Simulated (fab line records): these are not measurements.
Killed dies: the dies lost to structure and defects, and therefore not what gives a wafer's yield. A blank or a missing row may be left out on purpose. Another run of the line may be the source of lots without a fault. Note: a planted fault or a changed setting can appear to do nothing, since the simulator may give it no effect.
fab line records / flow nandHarc
record: lots: 6 wafers: 18 lastDay: 24
route steps=1159 shown P_GATE@120 END@1159
lots untouched by any fault: they come from a run of this same line in which no faults occurred
startH: the number of hours between the record's first day and the start of the first shown wafer of the lot / waitH: hours elapsed since this lot's preceding step / " identical to the entry in the row above / L1.1+2: one row covering several wafers at once / - no value present, or no start provided / * or withheld: withheld / < > ~ a bound
route shown NAME@n: names a module that has steps shown in the file, with the first one's number in the route / usual: average and standard deviation across the fault-free wafers / same: alike in all rows / chamber/n: place in a boat / sites: readings site by site / _std_site: their standard deviation / _edge_site: outer sites' mean less inner sites' / radiusMm: for every site, how far away it sits from the centre of the wafer / mask NAME#n: copy n / behind: the last tool/chamber to shape the wafer / hold: reason for holding the lot/hours on hold/outcome of the hold / device: whichever transistor did not switch (one of n, p or np) / end of line: tests run on the same wafers once the route is complete / a step given without rows: its recipe and nothing more / killed: dies lost to structure and defects at the first sort, not the wafer's yield / map: a wafer's dies, marking killed ones x, the rest . and places with no die _
set.NAME: the setting that was run; set.NAME@STEP: the one run at that earlier step / model.NAME: the simulator's own value behind a step, which no gauge read
a table for each step, a row for each wafer; lots at some steps of the route
services: a tool's chamber out of use, with start hour (startH, from the record's first day; less than 0 if before it), hours out, and reason
== steps ==
step: NHARC_P_GATE_PEB_09
recipe: pebTempC: 118 pebTimeS: 85
step: NHARC_P_GATE_DEVELOP_10
recipe: timeS: 70
step: NHARC_P_GATE_CD_MEAS_11
recipe: targetCdNm: 1640 landingEnergyEv: 500
usual: cdNm: 1640.1/1.3
lot.wafer=L715.1 tool=cdSem-03 chamber=0 startH=80.22 waitH=- cdNm=1637.4
lot.wafer=L715.4 tool=cdSem-03 chamber=0 startH=80.22 waitH=- cdNm=1639.7
lot.wafer=L715.6 tool=cdSem-03 chamber=0 startH=80.22 waitH=- cdNm=1637.2
lot.wafer=L716.1 tool=cdSem-01 chamber=0 startH=80.38 waitH=- cdNm=1640.2
lot.wafer=L716.3 tool=cdSem-01 chamber=0 startH=80.38 waitH=- cdNm=1639.8
lot.wafer=L716.4 tool=cdSem-01 chamber=0 startH=80.38 waitH=- cdNm=1640.5
lot.wafer=L717.1 tool=cdSem-01 chamber=0 startH=89.03 waitH=- cdNm=1643.0
lot.wafer=L717.4 tool=cdSem-01 chamber=0 startH=89.03 waitH=- cdNm=1639.5
lot.wafer=L717.6 tool=cdSem-01 chamber=0 startH=89.03 waitH=- cdNm=1640.4
lot.wafer=L729.1 tool=cdSem-02 chamber=0 startH=166.96 waitH=- cdNm=1640.0
lot.wafer=L729.3 tool=cdSem-02 chamber=0 startH=166.96 waitH=- cdNm=1639.9
lot.wafer=L729.6 tool=cdSem-02 chamber=0 startH=166.96 waitH=- cdNm=1640.4
lot.wafer=L731.4 tool=cdSem-01 chamber=0 startH=178.79 waitH=- cdNm=1640.4
lot.wafer=L731.5 tool=cdSem-01 chamber=0 startH=178.79 waitH=- cdNm=1639.3
lot.wafer=L731.6 tool=cdSem-01 chamber=0 startH=178.79 waitH=- cdNm=1640.6
lot.wafer=L734.1 tool=cdSem-03 chamber=0 startH=195.07 waitH=- cdNm=1640.3
lot.wafer=L734.3 tool=cdSem-03 chamber=0 startH=195.07 waitH=- cdNm=1640.9
lot.wafer=L734.5 tool=cdSem-03 chamber=0 startH=195.07 waitH=- cdNm=1639.3
step: NHARC_P_GATE_HARDBAKE_12
recipe: tempC: 125 timeS: 80
step: NHARC_P_GATE_DESCUM_13
recipe: timeS: 3 o2FlowSccm: 200 arFlowSccm: 0 biasPowerW: 0 chemistry: O2
usual: drypumpMotorCurrentA: 5.7/0.44 oesProductAu: 0.998/0.0067 rfVppV: 57.8/0.88 showerheadPlenumPTorr: 1.92/0.098 throttleValvePct: 11.312/0.0092
lot.wafer=L715.1 tool=rieDiel-10 chamber=0 startH=80.40 waitH=- drypumpMotorCurrentA=5.2 oesProductAu=0.999 rfHoursCounterH=25 rfVppV=57.3 showerheadPlenumPTorr=1.83 throttleValvePct=11.313
lot.wafer=L715.4 tool=rieDiel-10 chamber=1 startH=80.40 waitH=- drypumpMotorCurrentA=5.4 oesProductAu=0.999 rfHoursCounterH=19 rfVppV=58.4 showerheadPlenumPTorr=1.77 throttleValvePct=11.306
lot.wafer=L715.6 tool=rieDiel-10 chamber=3 startH=80.40 waitH=- drypumpMotorCurrentA=5.3 oesProductAu=0.994 rfHoursCounterH=- rfVppV=58.3 showerheadPlenumPTorr=2.01 throttleValvePct=11.311
lot.wafer=L716.3 tool=rieDiel-04 chamber=2 startH=80.54 waitH=- drypumpMotorCurrentA=6.6 oesProductAu=0.999 rfHoursCounterH=20 rfVppV=56.1 showerheadPlenumPTorr=1.84 throttleValvePct=11.317
lot.wafer=L716.4 tool=rieDiel-04 chamber=3 startH=80.54 waitH=- drypumpMotorCurrentA=5.3 oesProductAu=1.004 rfHoursCounterH=21 rfVppV=57.5 showerheadPlenumPTorr=2.03 throttleValvePct=11.309
lot.wafer=L716.1 tool=rieDiel-04 chamber=1 startH=80.54 waitH=- drypumpMotorCurrentA=5.7 oesProductAu=0.985 rfHoursCounterH=21 rfVppV=55.8 showerheadPlenumPTorr=1.93 throttleValvePct=11.319
lot.wafer=L717.4 tool=rieDiel-10 chamber=1 startH=89.19 waitH=- drypumpMotorCurrentA=5.4 oesProductAu=0.991 rfHoursCounterH=21 rfVppV=57.6 showerheadPlenumPTorr=1.77 throttleValvePct=11.325
lot.wafer=L717.1 tool=rieDiel-10 chamber=0 startH=89.19 waitH=- drypumpMotorCurrentA=5.2 oesProductAu=0.983 rfHoursCounterH=28 rfVppV=56.2 showerheadPlenumPTorr=1.83 throttleValvePct=11.329
lot.wafer=L717.6 tool=rieDiel-10 chamber=2 startH=89.19 waitH=- drypumpMotorCurrentA=6.1 oesProductAu=0.986 rfHoursCounterH=- rfVppV=56.8 showerheadPlenumPTorr=2.04 throttleValvePct=11.310
lot.wafer=L729.1 tool=rieDiel-01 chamber=3 startH=167.14 waitH=- drypumpMotorCurrentA=5.0 oesProductAu=1.004 rfHoursCounterH=10 rfVppV=57.7 showerheadPlenumPTorr=1.79 throttleValvePct=11.303
lot.wafer=L729.3 tool=rieDiel-01 chamber=0 startH=167.14 waitH=- drypumpMotorCurrentA=5.5 oesProductAu=0.992 rfHoursCounterH=11 rfVppV=58.2 showerheadPlenumPTorr=1.85 throttleValvePct=11.319
lot.wafer=L729.6 tool=rieDiel-01 chamber=3 startH=167.14 waitH=- drypumpMotorCurrentA=5.0 oesProductAu=1.003 rfHoursCounterH=- rfVppV=56.6 showerheadPlenumPTorr=1.79 throttleValvePct=11.318
lot.wafer=L731.4 tool=rieDiel-04 chamber=3 startH=178.96 waitH=- drypumpMotorCurrentA=5.3 oesProductAu=1.003 rfHoursCounterH=9 rfVppV=59.3 showerheadPlenumPTorr=2.02 throttleValvePct=11.314
lot.wafer=L731.6 tool=rieDiel-04 chamber=1 startH=178.96 waitH=- drypumpMotorCurrentA=5.7 oesProductAu=0.990 rfHoursCounterH=- rfVppV=57.4 showerheadPlenumPTorr=1.92 throttleValvePct=11.296
lot.wafer=L731.5 tool=rieDiel-04 chamber=2 startH=178.96 waitH=- drypumpMotorCurrentA=6.6 oesProductAu=0.992 rfHoursCounterH=- rfVppV=58.0 showerheadPlenumPTorr=1.83 throttleValvePct=11.300
lot.wafer=L734.3 tool=rieDiel-04 chamber=1 startH=195.28 waitH=- drypumpMotorCurrentA=5.7 oesProductAu=0.996 rfHoursCounterH=12 rfVppV=58.3 showerheadPlenumPTorr=1.92 throttleValvePct=11.307
lot.wafer=L734.1 tool=rieDiel-04 chamber=3 startH=195.28 waitH=- drypumpMotorCurrentA=5.3 oesProductAu=0.990 rfHoursCounterH=12 rfVppV=59.7 showerheadPlenumPTorr=2.02 throttleValvePct=11.292
lot.wafer=L734.5 tool=rieDiel-04 chamber=1 startH=195.28 waitH=- drypumpMotorCurrentA=5.7 oesProductAu=0.990 rfHoursCounterH=- rfVppV=59.0 showerheadPlenumPTorr=1.92 throttleValvePct=11.303
step: NHARC_P_GATE_ETCH_14
recipe: targetDepthA: 488 chemistry: dHF material: SiO2
step: NHARC_P_GATE_STRIP_15
recipe: timeS: 780 tempC: 130 chemistry: SPM
step: NHARC_P_GATE_PRECLEAN_71
recipe: timeS: * tempC: 50 bathAgeMin: 0 chemistry: SC1
step: NHARC_P_GATE_SRD_72
step: NHARC_P_GATE_OXIDE_16
recipe: targetThkA: 30 tempC: 875 oxTimeS: 392 material: SiO2
step: NHARC_P_GATE_CVD_17
recipe: targetThkA: 1500 tempC: 620 timeS: 900 material: poly-Si
step: NHARC_P_GATE_HM_DEP_102
recipe: targetThkA: 1200 tempC: 400 material: aC
usual: throttleValvePct: 34.999/0.0085
lot.wafer=L715.1 tool=aclDep-03 chamber=0 startH=94.62 waitH=2.0 throttleValvePct=34.999
lot.wafer=L715.4 tool=aclDep-03 chamber=0 startH=94.62 waitH=2.0 throttleValvePct=34.998
lot.wafer=L715.6 tool=aclDep-03 chamber=0 startH=94.62 waitH=2.0 throttleValvePct=34.992
lot.wafer=L716.1 tool=aclDep-01 chamber=0 startH=95.06 waitH=2.5 throttleValvePct=35.004
lot.wafer=L716.3 tool=aclDep-01 chamber=0 startH=95.06 waitH=2.5 throttleValvePct=35.002
lot.wafer=L716.4 tool=aclDep-01 chamber=0 startH=95.06 waitH=2.5 throttleValvePct=35.010
lot.wafer=L717.1 tool=aclDep-02 chamber=0 startH=101.72 waitH=0.4 throttleValvePct=35.001
lot.wafer=L717.4 tool=aclDep-02 chamber=0 startH=101.72 waitH=0.4 throttleValvePct=35.004
lot.wafer=L717.6 tool=aclDep-02 chamber=0 startH=101.72 waitH=0.4 throttleValvePct=35.015
lot.wafer=L729.1 tool=aclDep-03 chamber=0 startH=184.06 waitH=5.2 throttleValvePct=35.011
lot.wafer=L729.3 tool=aclDep-03 chamber=0 startH=184.06 waitH=5.2 throttleValvePct=34.996
lot.wafer=L729.6 tool=aclDep-03 chamber=0 startH=184.06 waitH=5.2 throttleValvePct=34.999
lot.wafer=L731.4 tool=aclDep-02 chamber=0 startH=191.97 waitH=0.9 throttleValvePct=35.010
lot.wafer=L731.5 tool=aclDep-02 chamber=0 startH=191.97 waitH=0.9 throttleValvePct=35.009
lot.wafer=L731.6 tool=aclDep-02 chamber=0 startH=191.97 waitH=0.9 throttleValvePct=35.007
lot.wafer=L734.1 tool=aclDep-01 chamber=0 startH=207.70 waitH=0.4 throttleValvePct=34.993
lot.wafer=L734.3 tool=aclDep-01 chamber=0 startH=207.70 waitH=0.4 throttleValvePct=34.996
lot.wafer=L734.5 tool=aclDep-01 chamber=0 startH=207.70 waitH=0.4 throttleValvePct=35.020
step: NHARC_P_GATE_DEP_103
recipe: targetThkA: 300 targetThkNm: 30 tempC: 400 flowSccm: 200 rfW: 350 material: SiON
usual: heaterPowerW: 774/86
lot.wafer=L715.1 tool=pecvd-02 chamber=0 startH=95.28 waitH=0.6 heaterPowerW=779
lot.wafer=L715.6 tool=pecvd-02 chamber=0 startH=95.28 waitH=0.6 heaterPowerW=638
lot.wafer=L715.4 tool=pecvd-02 chamber=2 startH=95.28 waitH=0.6 heaterPowerW=764
lot.wafer=L716.1 tool=pecvd-02 chamber=0 startH=95.79 waitH=0.6 heaterPowerW=682
lot.wafer=L716.3 tool=pecvd-02 chamber=1 startH=95.79 waitH=0.6 heaterPowerW=716
lot.wafer=L716.4 tool=pecvd-02 chamber=1 startH=95.79 waitH=0.6 heaterPowerW=579
lot.wafer=L717.1 tool=pecvd-02 chamber=0 startH=102.39 waitH=0.6 heaterPowerW=653
lot.wafer=L717.6 tool=pecvd-02 chamber=0 startH=102.39 waitH=0.6 heaterPowerW=674
lot.wafer=L717.4 tool=pecvd-02 chamber=2 startH=102.39 waitH=0.6 heaterPowerW=741
lot.wafer=L729.1 tool=pecvd-01 chamber=1 startH=184.75 waitH=0.6 heaterPowerW=793
lot.wafer=L729.3 tool=pecvd-01 chamber=0 startH=184.75 waitH=0.6 heaterPowerW=884
lot.wafer=L729.6 tool=pecvd-01 chamber=2 startH=184.75 waitH=0.6 heaterPowerW=780
lot.wafer=L731.4 tool=pecvd-01 chamber=2 startH=192.40 waitH=0.3 heaterPowerW=743
lot.wafer=L731.6 tool=pecvd-01 chamber=2 startH=192.40 waitH=0.3 heaterPowerW=758
lot.wafer=L731.5 tool=pecvd-01 chamber=1 startH=192.40 waitH=0.3 heaterPowerW=768
lot.wafer=L734.1 tool=pecvd-02 chamber=0 startH=208.37 waitH=0.6 heaterPowerW=664
lot.wafer=L734.3 tool=pecvd-02 chamber=2 startH=208.37 waitH=0.6 heaterPowerW=788
lot.wafer=L734.5 tool=pecvd-02 chamber=0 startH=208.37 waitH=0.6 heaterPowerW=672
step: NHARC_P_GATE_DEHYDRATE_18
recipe: tempC: 150 timeS: 120
step: NHARC_P_GATE_HMDS_19
recipe: timeS: 30
step: NHARC_P_GATE_COAT_20
recipe: spinRpm: 1500 resistThkNm: 90
step: NHARC_P_GATE_SOFTBAKE_21
recipe: tempC: 105 timeS: 55
step: NHARC_P_GATE_EBR_22
step: NHARC_P_GATE_EXPOSE_23
recipe: na: 1.35 targetCdNm: 120 doseMj: 93.91 maskId: P_GATE
step: NHARC_P_GATE_PEB_24
recipe: pebTempC: 100 pebTimeS: 65
step: NHARC_P_GATE_DEVELOP_25
recipe: developTimeS: 35 devTempC: 23
step: NHARC_P_GATE_CD_MEAS_26
recipe: targetCdNm: 120 landingEnergyEv: 500
usual: cdNm: 120.0/0.52
lot.wafer=L715.1 tool=cdSem-03 chamber=0 startH=95.83 waitH=- cdNm=120.6
lot.wafer=L715.4 tool=cdSem-03 chamber=0 startH=95.83 waitH=- cdNm=120.4
lot.wafer=L715.6 tool=cdSem-03 chamber=0 startH=95.83 waitH=- cdNm=119.7
lot.wafer=L716.1 tool=cdSem-01 chamber=0 startH=96.34 waitH=- cdNm=119.4
lot.wafer=L716.3 tool=cdSem-01 chamber=0 startH=96.34 waitH=- cdNm=119.6
lot.wafer=L716.4 tool=cdSem-01 chamber=0 startH=96.34 waitH=- cdNm=120.3
lot.wafer=L717.1 tool=cdSem-01 chamber=0 startH=102.95 waitH=- cdNm=120.5
lot.wafer=L717.4 tool=cdSem-01 chamber=0 startH=102.95 waitH=- cdNm=120.3
lot.wafer=L717.6 tool=cdSem-01 chamber=0 startH=102.95 waitH=- cdNm=119.7
lot.wafer=L729.1 tool=cdSem-03 chamber=0 startH=185.56 waitH=- cdNm=120.4
lot.wafer=L729.3 tool=cdSem-03 chamber=0 startH=185.56 waitH=- cdNm=120.3
lot.wafer=L729.6 tool=cdSem-03 chamber=0 startH=185.56 waitH=- cdNm=120.1
lot.wafer=L731.4 tool=cdSem-01 chamber=0 startH=193.08 waitH=- cdNm=119.5
lot.wafer=L731.5 tool=cdSem-01 chamber=0 startH=193.08 waitH=- cdNm=119.8
lot.wafer=L731.6 tool=cdSem-01 chamber=0 startH=193.08 waitH=- cdNm=119.7
lot.wafer=L734.1 tool=cdSem-01 chamber=0 startH=209.06 waitH=- cdNm=120.4
lot.wafer=L734.3 tool=cdSem-01 chamber=0 startH=209.06 waitH=- cdNm=120.4
lot.wafer=L734.5 tool=cdSem-01 chamber=0 startH=209.06 waitH=- cdNm=120.6
step: NHARC_P_GATE_OVL_MEAS_27
usual: overlayXNm: 0.0/0.74 overlayYNm: -0.3/0.79
lot.wafer=L715.1 tool=overlay-02 chamber=- startH=95.92 waitH=- overlayXNm=0.4 overlayYNm=-0.6
lot.wafer=L715.4 tool=overlay-02 chamber=- startH=95.92 waitH=- overlayXNm=0.9 overlayYNm=-0.6
lot.wafer=L715.6 tool=overlay-02 chamber=- startH=95.92 waitH=- overlayXNm=0.3 overlayYNm=0.1
lot.wafer=L716.1 tool=overlay-01 chamber=- startH=96.43 waitH=- overlayXNm=0.4 overlayYNm=-0.5
lot.wafer=L716.3 tool=overlay-01 chamber=- startH=96.43 waitH=- overlayXNm=0.0 overlayYNm=-1.0
lot.wafer=L716.4 tool=overlay-01 chamber=- startH=96.43 waitH=- overlayXNm=0.1 overlayYNm=-1.0
lot.wafer=L717.1 tool=overlay-01 chamber=- startH=103.04 waitH=- overlayXNm=1.1 overlayYNm=0.5
lot.wafer=L717.4 tool=overlay-01 chamber=- startH=103.04 waitH=- overlayXNm=1.0 overlayYNm=1.1
lot.wafer=L717.6 tool=overlay-01 chamber=- startH=103.04 waitH=- overlayXNm=0.9 overlayYNm=0.6
lot.wafer=L729.1 tool=overlay-02 chamber=- startH=185.65 waitH=- overlayXNm=1.2 overlayYNm=0.2
lot.wafer=L729.3 tool=overlay-02 chamber=- startH=185.65 waitH=- overlayXNm=0.9 overlayYNm=-0.1
lot.wafer=L729.6 tool=overlay-02 chamber=- startH=185.65 waitH=- overlayXNm=0.9 overlayYNm=0.1
lot.wafer=L731.4 tool=overlay-02 chamber=- startH=193.17 waitH=- overlayXNm=-0.4 overlayYNm=0.9
lot.wafer=L731.5 tool=overlay-02 chamber=- startH=193.17 waitH=- overlayXNm=-0.3 overlayYNm=1.5
lot.wafer=L731.6 tool=overlay-02 chamber=- startH=193.17 waitH=- overlayXNm=-0.9 overlayYNm=1.7
lot.wafer=L734.1 tool=overlay-01 chamber=- startH=209.15 waitH=- overlayXNm=-1.2 overlayYNm=-1.5
lot.wafer=L734.3 tool=overlay-01 chamber=- startH=209.15 waitH=- overlayXNm=-0.7 overlayYNm=-0.9
lot.wafer=L734.5 tool=overlay-01 chamber=- startH=209.15 waitH=- overlayXNm=-1.5 overlayYNm=-1.2
step: NHARC_P_GATE_INSPECT_28
usual: rawDefectCount: 5.9/3
lot.wafer=L715.1 tool=defectInspect-02 chamber=- startH=95.96 waitH=0.0 rawDefectCount=10
lot.wafer=L715.4 tool=defectInspect-02 chamber=- startH=95.96 waitH=0.0 rawDefectCount=4
lot.wafer=L715.6 tool=defectInspect-02 chamber=- startH=95.96 waitH=0.0 rawDefectCount=3
lot.wafer=L716.1 tool=defectInspect-01 chamber=- startH=96.46 waitH=0.0 rawDefectCount=43
lot.wafer=L716.3 tool=defectInspect-01 chamber=- startH=96.46 waitH=0.0 rawDefectCount=8
lot.wafer=L716.4 tool=defectInspect-01 chamber=- startH=96.46 waitH=0.0 rawDefectCount=5
lot.wafer=L717.1 tool=defectInspect-02 chamber=- startH=103.07 waitH=0.0 rawDefectCount=35
lot.wafer=L717.4 tool=defectInspect-02 chamber=- startH=103.07 waitH=0.0 rawDefectCount=11
lot.wafer=L717.6 tool=defectInspect-02 chamber=- startH=103.07 waitH=0.0 rawDefectCount=39
lot.wafer=L729.1 tool=defectInspect-02 chamber=- startH=185.69 waitH=0.0 rawDefectCount=6
lot.wafer=L729.3 tool=defectInspect-02 chamber=- startH=185.69 waitH=0.0 rawDefectCount=3
lot.wafer=L729.6 tool=defectInspect-02 chamber=- startH=185.69 waitH=0.0 rawDefectCount=7
lot.wafer=L731.4 tool=defectInspect-02 chamber=- startH=193.20 waitH=0.0 rawDefectCount=4
lot.wafer=L731.5 tool=defectInspect-02 chamber=- startH=193.20 waitH=0.0 rawDefectCount=5
lot.wafer=L731.6 tool=defectInspect-02 chamber=- startH=193.20 waitH=0.0 rawDefectCount=9
lot.wafer=L734.1 tool=defectInspect-01 chamber=- startH=209.18 waitH=0.0 rawDefectCount=7
lot.wafer=L734.3 tool=defectInspect-01 chamber=- startH=209.18 waitH=0.0 rawDefectCount=3
lot.wafer=L734.5 tool=defectInspect-01 chamber=- startH=209.18 waitH=0.0 rawDefectCount=3
step: NHARC_P_GATE_DESCUM_31
recipe: timeS: 3 o2FlowSccm: 200 arFlowSccm: 0 biasPowerW: 0 chemistry: O2
usual: drypumpMotorCurrentA: 5.7/0.47 oesProductAu: 0.998/0.0063 rfVppV: 58.0/0.92 showerheadPlenumPTorr: 1.93/0.097 throttleValvePct: 11.311/0.0096
lot.wafer=L715.1 tool=rieDiel-10 chamber=2 startH=96.03 waitH=0.1 drypumpMotorCurrentA=6.1 oesProductAu=0.995 rfHoursCounterH=31 rfVppV=59.5 showerheadPlenumPTorr=2.04 throttleValvePct=11.301
lot.wafer=L715.4 tool=rieDiel-10 chamber=0 startH=96.03 waitH=0.1 drypumpMotorCurrentA=5.2 oesProductAu=0.998 rfHoursCounterH=30 rfVppV=58.0 showerheadPlenumPTorr=1.83 throttleValvePct=11.321
lot.wafer=L715.6 tool=rieDiel-10 chamber=1 startH=96.03 waitH=0.1 drypumpMotorCurrentA=5.4 oesProductAu=0.993 rfHoursCounterH=- rfVppV=57.7 showerheadPlenumPTorr=1.77 throttleValvePct=11.311
lot.wafer=L716.3 tool=rieDiel-04 chamber=2 startH=96.53 waitH=0.1 drypumpMotorCurrentA=6.6 oesProductAu=1.004 rfHoursCounterH=21 rfVppV=57.2 showerheadPlenumPTorr=1.83 throttleValvePct=11.313
lot.wafer=L716.4 tool=rieDiel-04 chamber=3 startH=96.53 waitH=0.1 drypumpMotorCurrentA=5.3 oesProductAu=0.991 rfHoursCounterH=22 rfVppV=58.7 showerheadPlenumPTorr=2.03 throttleValvePct=11.306
lot.wafer=L716.1 tool=rieDiel-04 chamber=1 startH=96.53 waitH=0.1 drypumpMotorCurrentA=5.7 oesProductAu=0.989 rfHoursCounterH=22 rfVppV=56.6 showerheadPlenumPTorr=1.93 throttleValvePct=11.323
lot.wafer=L717.1 tool=rieDiel-10 chamber=1 startH=103.15 waitH=0.1 drypumpMotorCurrentA=5.4 oesProductAu=0.996 rfHoursCounterH=26 rfVppV=57.1 showerheadPlenumPTorr=1.77 throttleValvePct=11.293
lot.wafer=L717.4 tool=rieDiel-10 chamber=2 startH=103.15 waitH=0.1 drypumpMotorCurrentA=6.1 oesProductAu=1.001 rfHoursCounterH=35 rfVppV=58.0 showerheadPlenumPTorr=2.04 throttleValvePct=11.322
lot.wafer=L717.6 tool=rieDiel-10 chamber=0 startH=103.15 waitH=0.1 drypumpMotorCurrentA=5.3 oesProductAu=1.003 rfHoursCounterH=- rfVppV=57.2 showerheadPlenumPTorr=1.83 throttleValvePct=11.300
lot.wafer=L729.3 tool=rieDiel-01 chamber=0 startH=185.76 waitH=0.1 drypumpMotorCurrentA=5.6 oesProductAu=0.995 rfHoursCounterH=14 rfVppV=57.0 showerheadPlenumPTorr=1.85 throttleValvePct=11.315
lot.wafer=L729.1 tool=rieDiel-01 chamber=2 startH=185.76 waitH=0.1 drypumpMotorCurrentA=5.4 oesProductAu=0.997 rfHoursCounterH=22 rfVppV=57.3 showerheadPlenumPTorr=1.82 throttleValvePct=11.307
lot.wafer=L729.6 tool=rieDiel-01 chamber=0 startH=185.76 waitH=0.1 drypumpMotorCurrentA=5.6 oesProductAu=0.995 rfHoursCounterH=- rfVppV=57.3 showerheadPlenumPTorr=1.85 throttleValvePct=11.304
lot.wafer=L731.4 tool=rieDiel-10 chamber=1 startH=193.27 waitH=0.1 drypumpMotorCurrentA=5.4 oesProductAu=0.986 rfHoursCounterH=3 rfVppV=58.8 showerheadPlenumPTorr=2.08 throttleValvePct=11.302
lot.wafer=L731.5 tool=rieDiel-10 chamber=0 startH=193.27 waitH=0.1 drypumpMotorCurrentA=5.3 oesProductAu=0.997 rfHoursCounterH=- rfVppV=58.6 showerheadPlenumPTorr=1.82 throttleValvePct=11.309
lot.wafer=L731.6 tool=rieDiel-10 chamber=1 startH=193.27 waitH=0.1 drypumpMotorCurrentA=5.4 oesProductAu=0.999 rfHoursCounterH=- rfVppV=57.9 showerheadPlenumPTorr=2.08 throttleValvePct=11.312
lot.wafer=L734.1 tool=rieDiel-04 chamber=2 startH=209.27 waitH=0.1 drypumpMotorCurrentA=6.5 oesProductAu=0.997 rfHoursCounterH=15 rfVppV=57.5 showerheadPlenumPTorr=1.83 throttleValvePct=11.295
lot.wafer=L734.3 tool=rieDiel-04 chamber=3 startH=209.27 waitH=0.1 drypumpMotorCurrentA=5.3 oesProductAu=0.997 rfHoursCounterH=15 rfVppV=57.8 showerheadPlenumPTorr=2.02 throttleValvePct=11.313
lot.wafer=L734.5 tool=rieDiel-04 chamber=3 startH=209.27 waitH=0.1 drypumpMotorCurrentA=5.3 oesProductAu=1.000 rfHoursCounterH=- rfVppV=58.7 showerheadPlenumPTorr=2.02 throttleValvePct=11.321
step: NHARC_END_SORT_01
recipe: tempC: 25
usual: killedAtArray: 28/8.9 killedAtOther: 0.8/1.2 killedAtPeriphery: 3.3/2.3 killedDies: 32/9.4 killedOpen: 3.2/1.8 killedShort: 1.9/1.4
same: grossDies: 677
lot.wafer=L717.1 tool=prober-01 chamber=0 startH=456.58 waitH=2.5 killedAtArray=28 killedAtOther=1 killedAtPeriphery=19 killedDies=48 killedOpen=4 killedShort=3
lot.wafer=L717.6 tool=prober-01 chamber=0 startH=460.50 waitH=3.9 killedAtArray=30 killedAtOther=1 killedAtPeriphery=15 killedDies=46 killedOpen=7 killedShort=3
lot.wafer=L716.1 tool=prober-02 chamber=0 startH=456.64 waitH=2.5 killedAtArray=21 killedAtOther=1 killedAtPeriphery=22 killedDies=44 killedOpen=7 killedShort=1
lot.wafer=L729.3 tool=prober-02 chamber=0 startH=546.88 waitH=3.1 killedAtArray=44 killedAtOther=1 killedAtPeriphery=2 killedDies=47 killedOpen=4 killedShort=1
killed by level:class
L717.1 P_GATE:unspecified=15 A_CHANNEL_HOLE_D1:chamberFilmFlake=10 A_SLIT:chamberFilmFlake=8 A_STAIRCASE:chamberFilmFlake=3 A_CONTACT:chamberFilmFlake=2 P_GATE:geometricParticle:open=1 P_M0:geometricParticle:open=1 A_CHANNEL_HOLE_D1:geometricParticle:short=1
L716.1 P_GATE:unspecified=20 A_CHANNEL_HOLE_D1:chamberFilmFlake=4 A_CONTACT:chamberFilmFlake=4 A_BONDPAD:chamberFilmFlake=4 A_M0:geometricParticle:open=2 A_STAIRCASE:chamberFilmFlake=2 A_SLIT:chamberFilmFlake=2 P_CONTACT:geometricParticle:open=1
L717.6 P_GATE:unspecified=13 A_CHANNEL_HOLE_D1:chamberFilmFlake=12 A_SLIT:chamberFilmFlake=6 A_CONTACT:geometricParticle:open=3 A_CONTACT:chamberFilmFlake=3 A_WL_FILL:geometricParticle:open=2 P_CONTACT:geometricParticle:short=1 A_WL_FILL:geometricParticle:short=1
L729.3 A_SLIT:chamberFilmFlake=19 A_CHANNEL_HOLE_D1:chamberFilmFlake=8 A_STAIRCASE:chamberFilmFlake=6 A_CONTACT:chamberFilmFlake=5 A_BLC:geometricParticle:open=2 A_ONON_D1:geometricParticle:short=1 A_CHANNEL_FILL_D1:geometricParticle:open=1 A_M1:geometricParticle:open=1
map L716.1 (x killed, . not)
____________.____________
_________.....x._________
_______........x.._______
______.............______
_____........x......_____
____.................____
____.................____
___...................___
___...................___
__.....................__
__.............x.......__
_.x....................._
_..........x.......x...._
_..........x............_
_......................._
_......................._
.........x........x..x...
..x..........x...........
.........................
.........................
................x........
_.xx.x.................._
_...............x......._
_......................._
_.......x..............._
_x..............x......._
__...................x.__
__.....................__
___................x..___
___.........x.........___
____.......x.........____
____.....x...........____
_____....x.x....x..._____
______.xxxxx.......______
_______x.xxx.x...._______
_________xx.xx.._________
____________x____________
map L717.1 (x killed, . not)
____________.____________
_________......._________
_______..........._______
______.......x.....______
_____..............._____
____................x____
____................x____
___...................___
___...................___
__................x....__
__.....................__
_......................._
_..x...................._
_......................._
_......................._
_......................._
..x....x.................
...x.....................
..xx.....................
.x.......................
..x..................x...
_xx..x.................._
_...x.x.........x......._
_......................._
_......................._
_....x.................._
__...............x.....__
__.......x......x......__
___......x.......x....___
___...............x...___
____.......x.....x...____
____................x____
_____..xxxx.....x.x._____
______.xx.......xx.______
_______.xxxx.x...._______
_________xxxx..._________
____________.____________
== services ==
tool=rieDiel-10 chamber=0 startH=57.55 hours=- kind=clean
tool=rieDiel-10 chamber=1 startH=57.55 hours=- kind=clean
tool=rieDiel-10 chamber=2 startH=57.55 hours=- kind=clean
tool=rieDiel-10 chamber=3 startH=57.55 hours=- kind=clean
tool=rieDiel-04 chamber=0 startH=66.85 hours=- kind=clean
tool=rieDiel-04 chamber=1 startH=66.85 hours=- kind=clean
tool=rieDiel-04 chamber=2 startH=66.85 hours=- kind=clean
tool=rieDiel-04 chamber=3 startH=66.85 hours=- kind=clean
tool=aclDep-03 chamber=- startH=78.05 hours=3.3 kind=repair
tool=rieDiel-04 chamber=2 startH=83.07 hours=9.1 kind=repair
tool=pecvd-01 chamber=2 startH=92.92 hours=4.8 kind=repair
tool=rieDiel-04 chamber=- startH=111.90 hours=9.0 kind=pm
tool=rieDiel-01 chamber=2 startH=112.65 hours=15.5 kind=repair
tool=aclDep-01 chamber=- startH=112.72 hours=13.0 kind=pm
tool=rieDiel-01 chamber=- startH=138.09 hours=9.0 kind=pm
tool=pecvd-02 chamber=2 startH=150.86 hours=4.2 kind=repair
tool=pecvd-01 chamber=- startH=152.58 hours=4.9 kind=repair
tool=pecvd-02 chamber=- startH=153.97 hours=13.0 kind=pm
tool=aclDep-01 chamber=- startH=161.05 hours=3.2 kind=repair
tool=aclDep-02 chamber=- startH=168.60 hours=13.0 kind=pm
tool=rieDiel-01 chamber=0 startH=172.11 hours=9.6 kind=repair
tool=rieDiel-10 chamber=- startH=176.50 hours=9.0 kind=pm
tool=pecvd-01 chamber=0 startH=191.02 hours=3.6 kind=repair
tool=rieDiel-04 chamber=1 startH=206.97 hours=14.9 kind=repair
== key ==
firstSign: step: NHARC_P_GATE_INSPECT_28 reading: rawDefectCount direction: up sigmas: 11 usual: 5.9 struck: 39
effect: step: NHARC_END_SORT_01 reading: killedAtPeriphery direction: up sigmas: 6.7 usual: 3.3 struck: 18.7
moreKillsBornAt: NHARC_P_GATE_DEP_103@pecvd-02: 48
metAt NHARC_P_GATE_DEP_103
struckWafers L716.1,L717.1,L717.6
testerLeftOut L716,L717
onsetBetween 95.28 95.79
fault: kind: chamberParticleSource tool: pecvd-02 chamber: 0 onsetH: 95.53 steps: NHARC_P_GATE_DEP_103 ratePerVisitCm2: 0.046876 endH: 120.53
testerLeftOut: of these lots the tester's yield and bins aren't shown, on N5 and GAA mostly nor the transistor test; their killed dies are dies lost to structure and defects alone, not to doping, threshold or leakage, so they don't give the yield
